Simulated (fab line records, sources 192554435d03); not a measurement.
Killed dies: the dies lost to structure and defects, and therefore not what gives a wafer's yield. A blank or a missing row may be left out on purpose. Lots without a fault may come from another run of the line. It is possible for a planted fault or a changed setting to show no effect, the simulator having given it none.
Lot-split experiment -- flow n5-finfet -- on a route of 1938 steps: 7 lots, 21 wafers read

THE SPLIT
At N5_SD_EPI_P_EXPOSE_06 (exposes mask SD P BLK, target cd 240 nm), the setting dose-mj was moved away from the recipe's 39.5 on 5 of the 21 wafers read, by -5.4% to +7.2%. For the rest of the wafers, this setting stayed at what the recipe calls for.

FROM THE SPLIT TO THE READING: what the file shows between them, 2 steps
- N5_SD_EPI_P_PEB_07: peb time 60 s
- N5_SD_EPI_P_DEVELOP_08: develop time 30 s

THE READING
cd-nm at N5_SD_EPI_P_CD_MEAS_09, given in nm (cd target 240 nm). Fault-free wafers of this fab line usually give 240.2 nm, standard deviation 0.71 nm.

wafer,"tool, chamber at the split",dose-mj as run,against the recipe,"cd-nm, nm",against lot-mates on the recipe
L080.4,"arfi-scanner-03, 0",39.5,recipe,240.2,-
L080.5,"arfi-scanner-03, 0",39.5,recipe,241.3,-
L080.6,"arfi-scanner-03, 0",39.5,recipe,241.0,-
L082.1,"arfi-scanner-01, 0",39.5,recipe,241.9,-
L082.3,"arfi-scanner-01, 0",39.5,recipe,240.5,-
L082.4,"arfi-scanner-01, 0",39.5,recipe,240.9,-
L083.1,"arfi-scanner-01, 0",39.5,recipe,240.5,-
L083.3,"arfi-scanner-01, 0",39.5,recipe,240.5,-
L083.4,"arfi-scanner-01, 0",39.5,recipe,240.6,-
L085.1,"arfi-scanner-01, 0",39.5,recipe,239.6,-
L085.2,"arfi-scanner-01, 0",39.5,recipe,240.7,-
L085.3,"arfi-scanner-01, 0",39.5,recipe,241.1,-
L087.3,"arfi-scanner-01, 0",41.9,+6.1%,245.4,+3.8
L087.4,"arfi-scanner-01, 0",41.9,+6.1%,245.1,+3.5
L087.6,"arfi-scanner-01, 0",39.5,recipe,241.6,-
L092.1,"arfi-scanner-01, 0",39.5,recipe,240.9,-
L092.4,"arfi-scanner-01, 0",37.35,-5.4%,236.0,-4.9
L092.5,"arfi-scanner-01, 0",39.5,recipe,240.9,-
L093.1,"arfi-scanner-02, 0",42.33,+7.2%,243.2,+4.0
L093.4,"arfi-scanner-02, 0",42.33,+7.2%,244.0,+4.8
L093.6,"arfi-scanner-02, 0",39.5,recipe,239.2,-

THE FIT
A straight line over all 21 wafers: cd-nm changes by +0.605 nm for each +1% of dose-mj; r = +0.91; the points scatter about the line by 0.88 nm.
The same after taking each lot's own level away (the mean of its wafers on the recipe; 21 wafers): +0.664 nm for each +1%; r = +0.97; scatter 0.52 nm.
That fit puts the effect of the largest move of dose-mj on the reading at 4.8 nm.
The span of the lots' own levels, 239.20 to 241.60 nm, comes to 3.4 times the standard deviation stated above.
Consequently the slope shifts little with the lot-to-lot level, the two slopes agreeing.
Check: with one of the wafers moved furthest among these (+7.2%) left out of the fit, the line predicts +4.84 nm for it against its lot-mates. Against them it came out at +4 nm.

OTHER SPLITS APPLIED TO THESE WAFERS
Other splits were also applied to these wafers ahead of the reading. Each is held against what the fit with the lots' levels taken away leaves over:
other split on the same wafers,wafers away from the commonest value,r with cd-nm (lot level and that fit taken away)
N5_DUMMY_GATE_ETCH_37 source-w,9,-0.35
N5_SD_EPI_N_EPI_21 time-s,6,-0.01

THE WHOLE CHAIN: every reading that the file lists as answering this split, in the file's order
step,what it does,reading,change (the file's fit),r (the file's)
N5_SD_EPI_P_CD_MEAS_09,target cd 240 nm,cd-nm,+0.677 nm for each +1% of the setting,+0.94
N5_SD_EPI_P_DESCUM_14,"chemistry O2, time 7.9 s","SD_EPI_P.cd-nm (the simulator's own value, which no gauge read)",+0.707 nm for each +1% of the setting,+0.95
N5_SD_EPI_P_ETCH_37,"etches SOC in N2/H2, overetch 108 nm, time 486 s","SD_EPI_P.cd-nm (the simulator's own value, which no gauge read)",+0.703 nm for each +1% of the setting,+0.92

FILE'S OWN FIT
cd-nm changes by +0.677 nm for each +1% of dose-mj, r = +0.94.
